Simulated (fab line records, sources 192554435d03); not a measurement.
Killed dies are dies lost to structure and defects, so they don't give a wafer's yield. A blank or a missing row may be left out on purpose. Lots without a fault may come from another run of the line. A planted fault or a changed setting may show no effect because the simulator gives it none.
One fault seen from 2 desks | flow n5_finfet | each desk has only its own numbers; what lay behind them comes last

THE TOOL OWNER'S DESK: implanter-02
The tool's own readings at N5_WELL_APT_IMPLANT_14: means of the sampled wafers that have a number, for each lot that ran on this tool. A lot is out of limits, marked OUT, if its mean lies more than 4 standard deviations from the usual mean; the brackets give that distance.
Columns: A = dose_ions_cm2 at N5_WELL_APT_IMPLANT_14, usual 1.4997e+13; B = faraday_current_uA at N5_WELL_APT_IMPLANT_14, usual 190
lot  | first seen here | A                            | B
L318 | day 1 13:46     | 1.4992e+13                   | 192
L325 | day 3 08:03     | 1.4981e+13                   | 194
L330 | day 4 13:49     | 1.7543e+13 (+99 or more) OUT | 226 (+9.1) OUT
L333 | day 5 08:07     | 1.7544e+13 (+99 or more) OUT | 224 (+8.8) OUT
L334 | day 5 14:04     | 1.7541e+13 (+99 or more) OUT | 223 (+8.5) OUT
This desk's finding: out of limits on L330, L333, L334; first on L330, day 4 13:49 (dose_ions_cm2 at N5_WELL_APT_IMPLANT_14). In limits: L318, L325.

THE METROLOGY DESK
What the gauges read, lot by lot, whatever tool the lot ran on: means of the sampled wafers that have a number. A lot is out of limits, marked OUT, if its mean lies more than 4 standard deviations from the usual mean; the brackets give that distance. Of its 13 readings 7 are shown: the one that was out of limits first, and those that lie furthest out on some lot.
Columns: A = DIBL_P at N5_BEOL_M4_RC_MEAS_101, usual 36 mV/V; B = IOFF_N at N5_BEOL_M4_RC_MEAS_101, usual 0.16 nA/um; C = IOFF_P at N5_BEOL_M4_RC_MEAS_101, usual 0.21 nA/um; D = RS_NWELL at N5_BEOL_M4_RC_MEAS_101, usual 1037 ohm/sq; E = SS_P at N5_BEOL_M4_RC_MEAS_101, usual 73.2 mV/dec; F = VT_N at N5_BEOL_M4_RC_MEAS_101, usual 249 mV; G = VT_P at N5_BEOL_M4_RC_MEAS_101, usual -250 mV
lot  | first seen here | A  | B    | C    | D             | E    | F   | G
L318 | day 1 14:44     | 37 | 0.17 | 0.25 | 1036          | 73.4 | 249 | -247
L324 | day 3 03:30     | 34 | 0.14 | 0.16 | 1030          | 72.9 | 249 | -254
L325 | day 3 09:05     | 40 | 0.22 | 0.26 | 1039          | 74.5 | 247 | -249
L328 | day 4 03:05     | 34 | 0.15 | 0.21 | 1037          | 72.8 | 249 | -249
L330 | day 4 14:54     | 34 | 0.12 | 0.17 | 954 (-12) OUT | 72.4 | 254 | -254
L333 | day 5 09:13     | 36 | 0.16 | 0.19 | 954 (-12) OUT | 73.2 | 247 | -253
L334 | day 5 15:07     | 34 | 0.15 | 0.17 | 952 (-13) OUT | 73.2 | 251 | -254
L338 | day 6 15:13     | 39 | 0.18 | 0.23 | 1033          | 74.3 | 248 | -252
L339 | day 6 21:07     | 43 | 0.28 | 0.35 | 1033          | 75.1 | 241 | -241
L341 | day 7 09:29     | 40 | 0.21 | 0.26 | 1037          | 73.7 | 246 | -248
This desk's finding: out of limits on L330, L333, L334; first on L330, day 13 09:17 (RS_NWELL at N5_BEOL_M4_RC_MEAS_101). In limits: L318, L324, L325, L328, L338, L339, L341.

PUT TOGETHER
The tool owner's desk could have raised an alarm at day 4 13:49, on L330, L333, L334.
The metrology desk could have raised an alarm at day 13 09:17, on L330, L333, L334.
Of the lots named, all ran N5_WELL_APT_IMPLANT_14 on implanter-02.

WHAT THE SIMULATOR HAD PUT IN
Process parameter drift: implanter-02, from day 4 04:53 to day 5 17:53, at N5_WELL_APT_IMPLANT_14. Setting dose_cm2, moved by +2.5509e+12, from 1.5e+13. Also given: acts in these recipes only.
Lots struck among those shown: L330, L333, L334.
Hours from the fault's start to each desk's first reading out of limits: the tool owner's desk, 9; the metrology desk, 220.
